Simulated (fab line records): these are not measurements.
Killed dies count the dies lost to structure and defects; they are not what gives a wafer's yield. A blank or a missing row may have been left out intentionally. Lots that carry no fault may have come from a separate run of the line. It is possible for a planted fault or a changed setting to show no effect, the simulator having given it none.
Comparing a struck lot with a sound one ; flow n5 finfet ; 19 steps out of a route of 1938
Sound: wafers L387.1, L387.4, L387.6. Struck: wafers L379.3, L379.4, L379.5. The cause comes at the end.
At each step with rows: each side's tool, then ch and its chambers, then its first start. Under that, the readings that differ: sound wafers ; struck wafers ; difference of the means ; sigmas: that difference in standard deviations of wafers without a fault.
alike: same words and numbers on both sides, and readings whose means sit less than 2 such deviations apart. not compared: any withheld reading, any reading some wafer has no value for, any bound like >300 that may hide the same value, and any number with overlapping values for which the record gives no deviation.
Wherever a step has rows on one side only, a row that says differs or no value, or a row with sigmas, the two part there. Numbers that have no deviation but don't overlap get no sigmas and don't part them. A reading that every wafer of one side lacks parts them only if that side has two wafers or more.

first, 8 steps without rows for these wafers: N5_BEOL_M4_PRE_CLEAN_56 (time 15 s); N5_BEOL_M4_DEP_57 (deposits SiCN from 3MS/NH3, target thk 8 nm, time 14 s); N5_BEOL_M5_ILD_DEP_00 (deposits SiCOH lowk from DEMS/porogen, target thk 140.64 nm, time 25.9 s); N5_BEOL_M5_CURE_79 (cures SiCOH lowk, time 240 s); N5_BEOL_M5_PECVD_70 (deposits SiO2 from TEOS/O2, target thk 16 nm, time 18 s); N5_BEOL_M5_HM_DEP_02 (deposits TiN, target thk 20 nm); N5_BEOL_M5_COAT_59 (time 60 s, resist thk 60 nm); N5_BEOL_M5_COAT_60 (time 60 s, resist thk 12 nm).
N5_BEOL_M5_COAT_71: time 60 s, resist thk 5 nm.
  sound on litho track-04 ch 0, day 14 06:55; struck on litho track-05 ch 0, day 12 04:31
reading;sound;struck;difference;sigmas
spin speed rpm (rpm);1500.2 1500.4 1500.0;1647.8 1649.1 1648.6;+148.3;+99 or more
then, 7 steps without rows for these wafers: N5_BEOL_M5_COAT_05 (resist thk 30 nm); N5_BEOL_M5_EBR_07; N5_BEOL_M5_SOFTBAKE_06 (time 60 s); N5_BEOL_M5_EXPOSE_08 (exposes mask M5, target cd 28 nm); N5_BEOL_M5_PEB_09 (peb time 60 s); N5_BEOL_M5_DEVELOP_10 (develop time 30 s); N5_BEOL_M5_DESCUM_16 (chemistry O2, time 7 s).
N5_BEOL_M5_ETCH_72: etches underlayer in N2/H2, target depth 6.5 nm, time 5.2 s.
  sound on rie diel-06 ch 0,1,2, day 14 07:34; struck on rie diel-05 ch 0,2,3, day 12 05:03
reading;sound;struck;difference;sigmas
model.etch.depth nm (nm);4.983 4.996 5.002;4.789 4.807 4.782;-0.201;
  alike: bias w, drypump motor current A, etch rf on time s, oes product au, rf vpp V, showerhead plenum p Torr, throttle valve pct
  not compared: rf hours counter h
then, 1 step without rows for these wafers: N5_BEOL_M5_ETCH_61 (etches SiARC in CF4, target depth 15.6 nm, time 26 s).
-- the record jumps here: 5 days lie between the struck wafers' starts before and after (it left off in module BEOL_M5 and takes up again in module PASSIVATION, whose first step shown is number 1936 of the route) --
N5_PASSIVATION_PROBE_49:
  only the struck wafers here have rows in the record (prober-02, day 16 21:34); the sound ones have none

WHERE THEY PART
Last at N5_PASSIVATION_PROBE_49 as far as this record goes, first at N5_BEOL_M5_COAT_71.

WHY: whatever the simulator had introduced
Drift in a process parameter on litho track-05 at N5_BEOL_M5_COAT_71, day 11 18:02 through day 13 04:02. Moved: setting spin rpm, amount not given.
